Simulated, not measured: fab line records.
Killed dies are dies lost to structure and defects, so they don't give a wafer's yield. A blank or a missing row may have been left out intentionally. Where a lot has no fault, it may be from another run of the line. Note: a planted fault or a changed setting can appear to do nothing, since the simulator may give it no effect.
fab line records    flow n5-finfet
[record] lots = 8  wafers = 24  last-day = 22
route steps=1938 shown BEOL_M4@1111 BEOL_M13@1675 PASSIVATION@1936
lots that met no fault: from a run of the same line without faults
start-h: hours from the record's opening day to when the first of the lot's shown wafers began    wait-h: hours from the lot's prior step to this one    " repeats the value in the row above    L1.1+2: a single row standing in for several wafers    - no value present, or no start provided    * or withheld: withheld    < > ~ a bound
route shown NAME@n: a module of which the file shows steps, and the number in the route of the first    usual: mean/standard deviation of fault-free wafers    same: alike in all rows    chamber/n: place in a boat    sites: readings site by site    _std_site: the values' standard deviation    _edge_site: outer sites' mean less inner sites'    radius-mm: how far each site lies from the wafer's centre    mask NAME#n: copy n    behind: tool/chamber where the wafer was last shaped    hold: why the lot was held/for how many hours/how that ended    device: names the non-switching transistor (n, p or np)    end of line: tests of these same wafers at the route's end    a step without rows: its recipe alone    killed: not the wafer's yield, but the dies lost to structure and defects at the first sort    map: the dies of a wafer, with x for killed, . for not killed, _ for no die there
set.NAME: the setting as run; set.NAME@STEP: as run at that earlier step    model.NAME: the simulator's own value behind a step, which no gauge read
the route's steps for a sample of lots (tables are steps, rows are wafers)
services: the hour from which a tool's chamber was out of use, counted from the record's first day as start-h (under 0 if before that day), plus the number of hours and why
[[steps]]
[step N5_BEOL_M4_RC_MEAS_101]
[usual] DIBL_N = 36.3/1.1  DIBL_P = 36.3/1.4  IOFF_N = 0.155/0.019  IOFF_P = 0.211/0.027  ION_N = 672/8.5  ION_P = 462/5.8  SS_N = 71.5/0.56  SS_P = 73.3/0.52  VT_N = 249.9/2.5  VT_P = -249.8/2.8
lot.wafer  tool       chamber  start-h  wait-h  DIBL_N[mV/V]  DIBL_P[mV/V]  IOFF_N[nA/um]  IOFF_P[nA/um]  ION_N[uA/um]  ION_P[uA/um]  SS_N[mV/dec]  SS_P[mV/dec]  VT_N[mV]  VT_P[mV]
L913.2     prober-01  0        346.64   0.2     36.8          37.0          0.144          0.238          663           460           72.3          73.7          251.8     -247.6
L913.4     "          0        "        "       34.9          35.0          0.116          0.204          650           455           71.6          72.6          257.1     -250.4
L913.6     "          0        "        "       37.2          37.4          0.153          0.250          665           460           72.1          73.7          251.9     -248.8
L914.2     prober-02  0        355.04   0.2     36.0          35.6          0.151          0.238          667           468           71.7          73.2          248.3     -246.1
L914.5     "          0        "        "       34.5          33.9          0.128          0.210          662           464           70.8          72.8          253.7     -245.9
L914.6     "          0        "        "       36.7          36.1          0.169          0.253          682           467           71.6          72.9          245.5     -243.8
L923.3     prober-02  0        364.69   0.3     37.2          36.6          0.171          0.241          678           467           72.2          73.7          251.6     -246.2
L923.4     "          0        "        "       38.7          36.8          0.196          0.250          671           461           72.8          73.2          246.3     -246.9
L923.5     "          0        "        "       37.2          35.6          0.161          0.223          674           464           71.9          73.3          247.5     -249.5
L921.4     prober-01  0        368.66   0.5     34.9          37.6          0.168          0.241          668           470           70.4          73.3          247.3     -247.3
L921.5     "          0        "        "       34.3          36.8          0.150          0.235          673           472           71.7          73.1          249.5     -244.4
L921.6     "          0        "        "       34.9          36.6          0.157          0.232          665           465           71.8          72.6          251.7     -248.7
L917.1     prober-01  0        376.28   0.0     36.3          36.6          0.168          0.226          687           470           71.9          73.7          247.1     -248.9
L917.2     "          0        "        "       36.7          36.6          0.178          0.231          688           471           71.6          74.1          243.7     -246.9
L917.3     "          0        "        "       35.7          35.8          0.158          0.221          690           471           71.9          73.8          247.6     -246.9
L918.1     prober-02  0        385.35   0.0     38.3          37.3          0.176          0.236          677           462           71.2          73.9          245.9     -248.3
L918.2     "          0        "        "       37.5          35.8          0.154          0.206          680           465           71.6          73.1          252.5     -249.6
L918.5     "          0        "        "       36.9          35.6          0.149          0.204          669           457           71.5          73.6          250.5     -249.6
L908.1     prober-02  0        399.64   0.0     35.6          35.6          0.134          0.184          670           460           71.4          73.3          250.1     -253.3
L908.3     "          0        "        "       35.7          36.2          0.138          0.190          664           463           71.3          72.7          251.8     -253.4
L908.6     "          0        "        "       36.2          36.6          0.144          0.195          668           461           71.4          73.2          250.7     -251.7
L922.3     prober-01  0        401.12   0.3     35.6          35.2          0.158          0.210          682           464           72.1          73.3          248.2     -248.4
L922.4     "          0        "        "       36.3          34.7          0.159          0.200          666           459           72.0          73.4          249.2     -250.9
L922.6     "          0        "        "       36.0          35.2          0.158          0.205          675           458           71.3          73.0          249.8     -249.2
[step N5_BEOL_M13_STRIP_63]
[recipe] chemistry = N2/H2  power-w = 1000  temp-c = 250  h2-frac = 0.65  overash-fraction = 0.3  pressure-mtorr = 1000  n2-flow-sccm = 1750  h2-flow-sccm = 3250
[usual] drypump-motor-current-A = 5.9/0.62  heater-power-w = 311/15  oes-product-au = 0.674/0.0048  strip-time-to-endpoint-s = 27.9/0.98
lot.wafer  tool             chamber  start-h  wait-h  drypump-motor-current-A  heater-power-w  oes-product-au  rf-hours-counter-h  strip-time-to-endpoint-s
L913.2     plasma-asher-02  1        419.51   -       5.1                      331             0.669           112                 26.9
L913.4     "                0        "        "       6.6                      326             0.673           -                   26.2
L913.6     "                0        "        "       6.6                      317             0.668           -                   24.9
L914.2     plasma-asher-01  0        431.60   -       6.0                      296             0.688           145                 29.9
L914.5     "                1        "        "       6.1                      300             0.668           -                   28.4
L914.6     "                0        "        "       6.0                      291             0.678           -                   28.1
L921.4     plasma-asher-02  0        444.65   -       6.6                      316             0.677           -                   27.3
L921.5     "                0        "        "       6.6                      322             0.673           -                   27.1
L921.6     "                1        "        "       5.1                      323             0.685           -                   27.5
L923.3     plasma-asher-01  0        445.05   -       6.1                      289             0.673           -                   29.2
L923.4     "                1        "        "       6.1                      299             0.677           -                   27.3
L923.5     "                0        "        "       6.0                      284             0.666           -                   28.5
L917.1     plasma-asher-01  1        447.83   -       6.0                      290             0.684           148                 29.8
L917.2     "                0        "        "       6.0                      285             0.678           148                 28.7
L917.3     "                0        "        "       6.0                      295             0.675           -                   29.1
L918.1     plasma-asher-02  0        464.12   -       6.6                      319             0.678           121                 28.9
L918.2     "                1        "        "       5.1                      316             0.673           121                 28.5
L918.5     "                1        "        "       5.1                      319             0.677           -                   26.9
L922.3     plasma-asher-02  1        476.85   -       5.1                      325             0.677           -                   28.5
L922.4     "                0        "        "       6.6                      325             0.674           -                   27.6
L922.6     "                1        "        "       5.1                      330             0.680           -                   27.9
L908.1     plasma-asher-02  1        483.04   -       5.1                      317             0.675           126                 27.9
L908.3     "                0        "        "       6.7                      325             0.668           -                   28.2
L908.6     "                1        "        "       5.1                      324             0.664           -                   25.7
[step N5_BEOL_M13_ETCH_67]
[recipe] chemistry = CF4  target = SiARC  target-depth-a = 1430  time-s = 238.3  ion-energy-ev = 80  pressure-mtorr = 40  source-w = 545  bias-w = 36  Ar_flow_sccm = 100  cf4-flow-sccm = 100  ends = cleared
[usual] bias-w = 36.01/0.1  cf4-flow-sccm = 100.0/0.33  drypump-motor-current-A = 5.8/0.34  etch-rf-on-time-s = 237/3.4  oes-product-au = 0.70/0.053  rf-vpp-V = 184.1/1.2  showerhead-plenum-p-Torr = 2.15/0.068  throttle-valve-pct = 15.59/0.19
lot.wafer  tool         chamber  start-h  wait-h  bias-w  cf4-flow-sccm  drypump-motor-current-A  etch-rf-on-time-s  oes-product-au  rf-hours-counter-h  rf-vpp-V  showerhead-plenum-p-Torr  throttle-valve-pct
L913.2     rie-diel-01  0        420.34   0.0     35.93   99.6           5.4                      234                0.71            72                  184.1     2.09                      15.64
L913.4     "            2        "        "       36.13   100.0          5.7                      241                0.64            131                 185.0     2.15                      15.90
L913.6     "            2        "        "       36.13   99.6           5.7                      241                0.65            -                   183.2     2.15                      15.89
L914.2     rie-diel-06  3        432.25   0.0     35.92   99.4           5.8                      234                0.77            26                  185.5     2.27                      15.12
L914.5     "            1        "        "       36.10   100.0          6.3                      234                0.74            -                   184.5     2.09                      15.69
L914.6     "            2        "        "       35.99   100.3          5.5                      232                0.64            -                   183.9     2.14                      15.62
L921.4     rie-diel-01  2        445.67   0.0     36.03   99.9           5.7                      243                0.63            139                 185.5     2.15                      15.92
L921.5     "            0        "        "       35.83   100.1          5.4                      238                0.69            -                   183.8     2.09                      15.64
L921.6     "            3        "        "       35.95   100.1          6.1                      233                0.69            -                   185.9     2.16                      15.53
L923.3     rie-diel-06  1        445.78   0.0     36.10   99.7           6.3                      235                0.73            70                  183.1     2.09                      15.70
L923.4     "            3        "        "       35.84   99.9           5.8                      237                0.75            30                  187.1     2.26                      15.13
L923.5     "            2        "        "       35.86   100.1          5.5                      240                0.63            -                   185.5     2.14                      15.64
L917.1     rie-diel-01  0        448.49   0.0     35.84   99.9           5.4                      235                0.70            81                  182.7     2.09                      15.65
L917.2     "            3        "        "       35.84   99.9           6.1                      234                0.70            100                 184.0     2.16                      15.54
L917.3     "            2        "        "       36.03   99.3           5.7                      241                0.64            140                 183.5     2.15                      15.91
L918.1     rie-diel-06  0        464.92   0.0     36.14   100.1          6.5                      245                0.60            213                 184.7     2.20                      15.70
L918.2     "            2        "        "       36.07   100.3          5.5                      243                0.63            177                 183.8     2.14                      15.65
L918.5     "            1        "        "       36.04   100.0          6.3                      239                0.72            -                   182.6     2.09                      15.71
L922.3     rie-diel-03  1        477.48   0.0     36.07   99.6           5.2                      237                0.76            38                  184.1     2.18                      15.16
L922.4     "            3        "        "       35.93   99.3           6.1                      238                0.63            178                 181.4     2.05                      15.58
L922.6     "            3        "        "       36.06   100.1          6.2                      238                0.63            -                   181.9     2.05                      15.58
L908.1     rie-diel-03  1        483.82   0.0     35.93   99.9           5.2                      238                0.76            40                  183.6     2.18                      15.17
L908.3     "            3        "        "       36.05   99.7           6.2                      240                0.63            180                 183.8     2.05                      15.57
L908.6     "            2        "        "       35.89   100.2          5.9                      237                0.64            -                   183.7     2.15                      15.71
[step N5_BEOL_M13_TRENCH_ETCH_34]
[recipe] chemistry = C4F8/O2/Ar  target = SiOC  target-depth-a = 4134.7  mask-material = SOC  pressure-mtorr = 30  source-w = 3000  bias-w = 700  Ar_flow_sccm = 400  C4F8_flow_sccm = 15  O2_flow_sccm = 8  he-inner-torr = 15  he-outer-torr = 30  time-s = 162.6  ion-energy-ev = 250
[usual] C4F8_flow_sccm = 15.00/0.041  O2_flow_sccm = 7.999/0.025  drypump-motor-current-A = 5.8/0.35  oes-product-au = 0.82/0.063  rf-vpp-V = 666/3.1  showerhead-plenum-p-Torr = 3.43/0.11  throttle-valve-pct = 24.20/0.19
lot.wafer  tool         chamber  start-h  wait-h  C4F8_flow_sccm  O2_flow_sccm  drypump-motor-current-A  oes-product-au  rf-hours-counter-h  rf-vpp-V  showerhead-plenum-p-Torr  throttle-valve-pct
L913.2     rie-diel-01  0        420.71   0.0     14.96           7.997         5.4                      0.83            73                  663       3.34                      24.31
L913.4     "            2        "        "       14.97           8.040         5.7                      0.77            131                 666       3.42                      24.47
L913.6     "            2        "        "       15.01           8.028         5.7                      0.77            -                   663       3.42                      24.49
L914.2     rie-diel-06  3        432.62   0.0     -               -             -                        -               -                   -         -                         -
L914.5     "            1        "        "       -               -             -                        -               -                   -         -                         -
L914.6     "            2        "        "       -               -             -                        -               -                   -         -                         -
L921.4     rie-diel-01  2        446.04   0.0     15.03           7.965         5.7                      0.76            139                 666       3.42                      24.50
L921.5     "            0        "        "       14.95           7.979         5.4                      0.82            -                   663       3.33                      24.30
L921.6     "            3        "        "       15.00           8.045         6.1                      0.82            -                   664       3.44                      24.08
L923.3     rie-diel-06  1        446.15   0.0     14.94           8.014         6.3                      0.84            70                  663       3.33                      24.32
L923.4     "            3        "        "       14.97           7.958         5.8                      0.89            30                  673       3.62                      23.76
L923.5     "            2        "        "       15.00           7.987         5.5                      0.74            -                   666       3.42                      24.23
L917.1     rie-diel-01  0        448.86   0.0     -               -             -                        -               -                   -         -                         -
L917.2     "            3        "        "       -               -             -                        -               -                   -         -                         -
L917.3     "            2        "        "       -               -             -                        -               -                   -         -                         -
L918.1     rie-diel-06  0        465.29   0.0     -               -             -                        -               -                   -         -                         -
L918.2     "            2        "        "       -               -             -                        -               -                   -         -                         -
L918.5     "            1        "        "       -               -             -                        -               -                   -         -                         -
L922.3     rie-diel-03  1        477.85   0.0     15.01           7.986         5.2                      0.88            39                  667       3.47                      23.74
L922.4     "            3        "        "       14.98           8.026         6.2                      0.72            178                 661       3.27                      24.08
L922.6     "            3        "        "       15.00           8.018         6.2                      0.73            -                   663       3.27                      24.05
L908.1     rie-diel-03  1        484.19   0.0     14.97           8.002         5.2                      0.89            40                  667       3.47                      23.72
L908.3     "            3        "        "       15.05           7.962         6.2                      0.73            181                 661       3.27                      24.08
L908.6     "            2        "        "       14.97           8.012         5.9                      0.75            -                   666       3.43                      24.31
[step N5_BEOL_M13_OCD_MEAS_35]
[usual] trench-depth-nm = 414/5.7
lot.wafer  tool    chamber  start-h  wait-h  trench-depth-nm
L913.2     ocd-01  -        420.89   0.0     422
L913.4     "       -        "        "       414
L913.6     "       -        "        "       416
L914.2     ocd-01  -        432.80   0.0     0
L914.5     "       -        "        "       1
L914.6     "       -        "        "       0
L921.4     ocd-02  -        446.22   0.0     415
L921.5     "       -        "        "       426
L921.6     "       -        "        "       424
L923.3     ocd-02  -        446.32   0.0     416
L923.4     "       -        "        "       424
L923.5     "       -        "        "       413
L917.1     ocd-01  -        449.03   0.0     0
L917.2     "       -        "        "       0
L917.3     "       -        "        "       0
L918.1     ocd-02  -        465.46   0.0     0
L918.2     "       -        "        "       0
L918.5     "       -        "        "       0
L922.3     ocd-01  -        478.03   0.0     410
L922.4     "       -        "        "       402
L922.6     "       -        "        "       404
L908.1     ocd-02  -        484.36   0.0     417
L908.3     "       -        "        "       408
L908.6     "       -        "        "       413
[step N5_BEOL_M13_PRE_CLEAN_42]
[recipe] gas = H2/He  time-s = 30  temp-c = 250
[usual] heater-power-w = 320/29
lot.wafer  tool            chamber  start-h  wait-h  heater-power-w
L913.2     pvd-sputter-01  -        424.35   0.0     336
L913.4     "               -        "        "       294
L913.6     "               -        "        "       336
L914.2     pvd-sputter-01  -        433.98   0.0     297
L914.5     "               -        "        "       291
L914.6     "               -        "        "       325
L921.4     pvd-sputter-02  -        450.11   0.0     363
L921.5     "               -        "        "       296
L921.6     "               -        "        "       312
L923.3     pvd-sputter-02  -        452.43   0.0     375
L923.4     "               -        "        "       293
L923.5     "               -        "        "       374
L917.1     pvd-sputter-02  -        453.11   0.0     370
L917.2     "               -        "        "       312
L917.3     "               -        "        "       296
L918.1     pvd-sputter-01  -        466.59   0.0     290
L918.2     "               -        "        "       328
L918.5     "               -        "        "       290
L922.3     pvd-sputter-01  -        481.97   0.0     325
L922.4     "               -        "        "       287
L922.6     "               -        "        "       285
L908.1     pvd-sputter-01  -        487.03   0.0     284
L908.3     "               -        "        "       332
L908.6     "               -        "        "       284
[step N5_PASSIVATION_PROBE_49]
[usual] defect-limited-yield = 91.4/1.2  killed_at_M0_to_M3 = 34/10  killed_at_M4_up = 14/5.1  killed-at-contacts = 12/6.4  killed-at-front-end = 38/9.3  killed-at-other = 4/3  killed-dies = 102/15  killed-on-rim = 13/3.6  killed-open = 67/12  killed-short = 33/6.9  sort_bin_5_function = 5.0/0.86  sort_bin_6_memory = 3.2/0.58  sort_bin_8_speed = 0.00/0.0099  sort-n-pass = 1078/15  sort-yield-pct = 91.4/1.2
[same] gross-dies = 1180  killed-at-back-side = 0  sort_bin_4_leakage[%] = 0
lot.wafer  tool       chamber  start-h  wait-h  defect-limited-yield[%]  killed_at_M0_to_M3  killed_at_M4_up  killed-at-contacts  killed-at-front-end  killed-at-other  killed-dies  killed-on-rim  killed-open  killed-short  sort_bin_5_function[%]  sort_bin_6_memory[%]  sort_bin_8_speed[%]  sort-n-pass  sort-yield-pct[%]
L914.2     prober-02  -        468.68   0.3     0                        22                  1086             18                  48                   6                1180         152            64           36            96.3                    3.3                   0                    0            0
L914.5     prober-02  -        468.83   0.4     0                        29                  1101             18                  32                   0                1180         152            61           27            96.8                    3.1                   0                    0            0
L914.6     prober-02  -        468.88   0.5     0                        34                  1084             10                  51                   1                1180         152            60           46            96.9                    2.5                   0                    0            0
L917.1     prober-01  -        485.54   0.0     0                        36                  1094             7                   37                   6                1180         152            72           27            96.5                    3.2                   0                    0            0
L917.2     prober-01  -        485.59   0.1     0                        23                  1104             18                  34                   1                1180         152            74           21            96.8                    3.0                   0                    0            0
L917.3     prober-01  -        485.64   0.1     0                        19                  1114             2                   44                   1                1180         152            52           29            96.8                    2.8                   0                    0            0
L918.1     prober-01  -        498.48   0.0     0                        40                  1091             15                  31                   3                1180         152            75           25            95.7                    4.1                   0                    0            0
L918.2     prober-01  -        498.53   0.1     0                        38                  1088             7                   46                   1                1180         152            73           29            96.4                    3.2                   0                    0            0
L918.5     prober-01  -        498.68   0.2     0                        33                  1078             7                   61                   1                1180         152            80           25            96.5                    3.4                   0                    0            0
// killed by level:class
L914.2 BEOL_M13:area-etch=1078 MOL_CONTACT_COAG:geometric-particle:open=12 STI_FIN_REVEAL:geometric-particle:open=10 FIN_SAQP:geometric-particle:open=9 DUMMY_GATE:geometric-particle:open=7 GATE_CUT:geometric-particle:short=7 MOL_CONTACT_COAG:geometric-particle:short=6 BEOL_M1:geometric-particle:open=4
L914.5 BEOL_M13:area-etch=1092 MOL_CONTACT_COAG:geometric-particle:open=14 BEOL_M2:geometric-particle:open=9 FIN_SAQP:geometric-particle:short=8 BEOL_M0_SAQP:geometric-particle:short=7 BEOL_M4:geometric-particle:open=6 STARTING-WAFER:geometric-particle:open=5 FIN_SAQP:geometric-particle:open=4
L914.6 BEOL_M13:area-etch=1074 GATE_CUT:geometric-particle:short=10 FIN_SAQP:geometric-particle:short=8 BEOL_M0_SAQP:geometric-particle:short=8 BEOL_M2:geometric-particle:open=8 MOL_CONTACT_COAG:geometric-particle:open=7 BEOL_M0_SAQP:geometric-particle:open=7 STARTING-WAFER:geometric-particle:short=6
L917.1 BEOL_M13:area-etch=1075 BEOL_M4:geometric-particle:open=10 DUMMY_GATE:geometric-particle:open=9 MOL_CONTACT_COAG:geometric-particle:open=7 BEOL_M3:geometric-particle:open=7 BEOL_M0_SAQP:geometric-particle:short=6 DUMMY_GATE:geometric-particle:short=5 GATE_CUT:geometric-particle:short=5
L917.2 BEOL_M13:area-etch=1084 MOL_CONTACT_COAG:geometric-particle:open=16 BEOL_M0_SAQP:geometric-particle:open=9 BEOL_M4:geometric-particle:open=9 BEOL_M2:geometric-particle:open=8 FIN_SAQP:geometric-particle:open=5 GATE_CUT:geometric-particle:open=5 STI_FIN_REVEAL:geometric-particle:open=5
L917.3 BEOL_M13:area-etch=1098 STI_FIN_REVEAL:geometric-particle:open=8 DUMMY_GATE:geometric-particle:open=8 BEOL_M4:geometric-particle:open=8 FIN_SAQP:geometric-particle:short=4 GATE_CUT:geometric-particle:open=4 GATE_CUT:geometric-particle:short=4 BEOL_M0_SAQP:geometric-particle:open=4
L918.1 BEOL_M13:area-etch=1079 MOL_CONTACT_COAG:geometric-particle:open=12 BEOL_M3:geometric-particle:open=12 STI_FIN_REVEAL:geometric-particle:open=11 BEOL_M2:geometric-particle:open=7 BEOL_M4:geometric-particle:open=6 DUMMY_GATE:geometric-particle:open=5 STI_FIN_REVEAL:geometric-particle:short=4
L918.2 BEOL_M13:area-etch=1075 STI_FIN_REVEAL:geometric-particle:open=18 BEOL_M3:geometric-particle:open=12 BEOL_M2:geometric-particle:open=10 MOL_CONTACT_COAG:geometric-particle:open=7 FIN_SAQP:geometric-particle:open=6 BEOL_M4:geometric-particle:open=6 STARTING-WAFER:geometric-particle:short=5
L918.5 BEOL_M13:area-etch=1073 STI_FIN_REVEAL:geometric-particle:open=28 BEOL_M3:geometric-particle:open=10 FIN_SAQP:geometric-particle:open=9 BEOL_M1:geometric-particle:open=8 FIN_SAQP:geometric-particle:short=6 MOL_CONTACT_COAG:geometric-particle:open=6 BEOL_M1:geometric-particle:short=3
[[services]]
tool            chamber  start-h  hours  kind
rie-diel-01     -        424.75   0.6    repair
pvd-sputter-01  -        437.04   27.5   repair
[[key]]
[first-sign] step = N5_BEOL_M13_TRENCH_ETCH_34  reading = tool-record  direction = missing
[effect] step = N5_BEOL_M13_OCD_MEAS_35  reading = trench-depth-nm  direction = down  sigmas = 72  usual = 414  struck = 0
[effect] step = N5_PASSIVATION_PROBE_49  reading = killed_at_M4_up  direction = up  sigmas = 99+  usual = 14  struck = 1093
[more-kills-born-at] N5_BEOL_M13_TRENCH_ETCH_34@rie-diel-06 = 6471  N5_BEOL_M13_TRENCH_ETCH_34@rie-diel-01 = 3257
met-at N5_BEOL_M13_TRENCH_ETCH_34
struck-lots L914,L917,L918
later-rows-left-out L914.2,L914.5,L914.6,L917.1,L917.2,L917.3,L918.1,L918.2,L918.5
not-acting-at N5_BEOL_M13_STRIP_63,N5_BEOL_M13_ETCH_67,N5_BEOL_M13_PRE_CLEAN_42
onset-between 420.71 432.62
[fault] kind = skipped-step-whole  tool = rie-diel-01,rie-diel-06  chamber = -  onset-h = 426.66  steps = N5_BEOL_M13_TRENCH_ETCH_34  scope = struck-lots-only
// later-rows-left-out: the simulator's readings of these wafers behind a module that went badly wrong aren't trusted and aren't shown, but for the sort
